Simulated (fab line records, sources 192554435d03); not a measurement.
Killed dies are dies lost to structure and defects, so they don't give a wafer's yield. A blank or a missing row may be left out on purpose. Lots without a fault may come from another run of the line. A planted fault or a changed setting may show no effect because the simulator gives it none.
Which tool did it? | flow n5_finfet | 9 lots, 27 wafers sampled, at 4 steps of a route of 1938

WHAT THE GAUGES READ, wafer by wafer
N5_BEOL_M15_INSPECT_30: inspects for defects (macro).
lot  | measured     | on                | raw_defect_count
L309 | day 11 11:36 | defect_inspect-02 | 2 2 2
L310 | day 11 16:04 | defect_inspect-01 | 0 1 1
L311 | day 11 17:05 | defect_inspect-02 | 0 2 3
L320 | day 14 01:40 | defect_inspect-01 | 0 267 2
L321 | day 14 07:03 | defect_inspect-01 | 4 2 256
L327 | day 15 20:23 | defect_inspect-02 | 2 0 6
L326 | day 16 02:39 | defect_inspect-01 | 5 1 3
L329 | day 16 15:56 | defect_inspect-01 | 3 0 4
L331 | day 17 18:56 | defect_inspect-01 | 0 3 0

WHICH TOOL RAN EACH LOT (tool, then ch and the chambers of the sampled wafers, then the start)
lot  | N5_BEOL_M15_VIA_ETCH_16            | N5_BEOL_M15_STRIP_63               | N5_BEOL_M15_ETCH_57
L309 | rie_diel-03 ch 0,1,3, day 11 10:07 | rie_diel-03 ch 0,1,3, day 11 10:00 | rie_diel-03 ch 0,1,3, day 11 10:39
L310 | rie_diel-03 ch 1,2,3, day 11 14:28 | rie_diel-03 ch 1,2,3, day 11 14:00 | rie_diel-04 ch 1,3, day 11 15:07
L311 | rie_diel-04 ch 1,2, day 11 15:41   | rie_diel-04 ch 1,2, day 11 15:00   | rie_diel-01 ch 0,1,2, day 11 16:16
L320 | rie_diel-04 ch 0,2,3, day 14 00:15 | rie_diel-04 ch 0,2,3, day 14 00:00 | rie_diel-04 ch 1,2, day 14 00:50
L321 | rie_diel-04 ch 1,2,3, day 14 05:25 | rie_diel-04 ch 1,2,3, day 14 05:00 | rie_diel-03 ch 0,2,3, day 14 06:05
L327 | rie_diel-03 ch 0,3, day 15 19:03   | rie_diel-03 ch 0,3, day 15 19:00   | rie_diel-01 ch 1,3, day 15 19:34
L326 | rie_diel-01 ch 0,2, day 16 01:11   | rie_diel-01 ch 0,2, day 16 01:00   | rie_diel-01 ch 2,3, day 16 01:42
L329 | rie_diel-01 ch 1,3, day 16 14:36   | rie_diel-01 ch 1,3, day 16 14:00   | rie_diel-04 ch 0,3, day 16 15:07
L331 | rie_diel-01 ch 0,1,3, day 17 17:35 | rie_diel-01 ch 0,1,3, day 17 17:00 | rie_diel-04 ch 1,3, day 17 18:06
- N5_BEOL_M15_VIA_ETCH_16: etches SiO2 in C4F8/O2/Ar, target depth 1792.2 nm.
- N5_BEOL_M15_STRIP_63: strips in O2.
- N5_BEOL_M15_ETCH_57: etches SOC in N2/H2, time 750 s.

WHAT THE TOOLS THEMSELVES READ (means of the sampled wafers that have a number; where no wafer has one, the mark that the record gives instead)
N5_BEOL_M15_VIA_ETCH_16.
lot  | tool        | drypump_motor_current_A (A) | he_outer_torr (Torr) | oes_product_au (a.u.) | rf_vpp_V (V) | showerhead_plenum_p_Torr (Torr) | throttle_valve_pct (%)
L309 | rie_diel-03 | 5.3                         | 29.95                | 0.79                  | 2220         | 3.49                            | 30.99
L310 | rie_diel-03 | 5.3                         | 30.01                | 0.74                  | 2213         | 3.47                            | 31.07
L311 | rie_diel-04 | 5.7                         | 30.04                | 0.65                  | 2224         | 3.46                            | 30.91
L320 | rie_diel-04 | 6.0                         | 30.02                | 0.76                  | 2228         | 3.43                            | 30.87
L321 | rie_diel-04 | 6.0                         | 29.96                | 0.73                  | 2217         | 3.37                            | 30.79
L327 | rie_diel-03 | 4.9                         | 30.01                | 0.74                  | 2221         | 3.43                            | 31.07
L326 | rie_diel-01 | 5.2                         | 30.00                | 0.74                  | 2225         | 3.53                            | 30.98
L329 | rie_diel-01 | 5.6                         | 30.01                | 0.72                  | 2247         | 3.51                            | 30.75
L331 | rie_diel-01 | 5.5                         | 30.02                | 0.71                  | 2241         | 3.54                            | 30.79

N5_BEOL_M15_STRIP_63.
lot  | tool        | drypump_motor_current_A (A) | oes_product_au (a.u.) | rf_vpp_V (V) | showerhead_plenum_p_Torr (Torr) | throttle_valve_pct (%)
L309 | rie_diel-03 | 5.3                         | 0.87                  | 4.4          | 2.13                            | 16.66
L310 | rie_diel-03 | 5.4                         | 0.82                  | 3.8          | 2.12                            | 16.80
L311 | rie_diel-04 | 5.7                         | 0.72                  | 4.7          | 2.12                            | 16.81
L320 | rie_diel-04 | 6.0                         | 0.84                  | 2.6          | 2.09                            | 16.62
L321 | rie_diel-04 | 6.0                         | 0.80                  | 3.7          | 2.05                            | 16.62
L327 | rie_diel-03 | 4.9                         | 0.81                  | 3.8          | 2.09                            | 16.81
L326 | rie_diel-01 | 5.2                         | 0.83                  | 4.3          | 2.16                            | 16.64
L329 | rie_diel-01 | 5.6                         | 0.80                  | 3.9          | 2.14                            | 16.57
L331 | rie_diel-01 | 5.5                         | 0.79                  | 3.7          | 2.17                            | 16.62

N5_BEOL_M15_ETCH_57.
lot  | tool        | drypump_motor_current_A (A) | oes_product_au (a.u.) | rf_vpp_V (V) | showerhead_plenum_p_Torr (Torr) | throttle_valve_pct (%)
L309 | rie_diel-03 | 5.3                         | 0.87                  | 525.1        | 2.59                            | 17.75
L310 | rie_diel-04 | 6.0                         | 0.77                  | 521.2        | 2.45                            | 17.64
L311 | rie_diel-01 | 5.5                         | 0.87                  | 525.8        | 2.63                            | 17.58
L320 | rie_diel-04 | 5.8                         | 0.89                  | 524.6        | 2.55                            | 17.55
L321 | rie_diel-03 | 5.1                         | 0.83                  | 525.6        | 2.61                            | 17.89
L327 | rie_diel-01 | 5.6                         | 0.81                  | 525.2        | 2.60                            | 17.62
L326 | rie_diel-01 | 5.4                         | 0.82                  | 523.9        | 2.54                            | 17.73
L329 | rie_diel-04 | 6.3                         | 0.92                  | 527.6        | 2.67                            | 17.51
L331 | rie_diel-04 | 6.2                         | 0.86                  | 525.8        | 2.62                            | 17.52

THE ANSWER, worked out from the rows above alone
Rule: what is usual is taken from the lots themselves. Put in order of their means at a reading, lots are off if they are a third of the lots or fewer, leave a main group of 4 or more, and stand apart from it by a gap of 3 or more times the standard deviation of the main group's means; of several such gaps the widest counts. A main group whose means are all the same, to the digits that the tables above print for the reading, isn't used. A lot without any number at a reading at which 4 lots or more have one is off too. The other lots that the step has rows for count as sound. The gauges are gone through in route order, then the tools' own readings, and for those a lot's mean is taken as printed above. The first step at which some lot is off is used, and at that step the reading that is off furthest; a lot without a number counts as furthest.
Off: L320, L321, at N5_BEOL_M15_INSPECT_30 (raw_defect_count). The main group: mean 2, standard deviation 0.79.
A tool fits if, at a process step before that reading, it ran every lot that is off, and no sound lot after the first of them. The gauges at N5_BEOL_M15_INSPECT_30 are tried like those tools. One fits: rie_diel-04 at N5_BEOL_M15_VIA_ETCH_16 and N5_BEOL_M15_STRIP_63. At N5_BEOL_M15_VIA_ETCH_16 its last sound lot is L311 (day 11 15:41), its first lot that is off L320 (day 14 00:15): a fault that began between those two fits.

WHAT THE SIMULATOR HAD PUT IN
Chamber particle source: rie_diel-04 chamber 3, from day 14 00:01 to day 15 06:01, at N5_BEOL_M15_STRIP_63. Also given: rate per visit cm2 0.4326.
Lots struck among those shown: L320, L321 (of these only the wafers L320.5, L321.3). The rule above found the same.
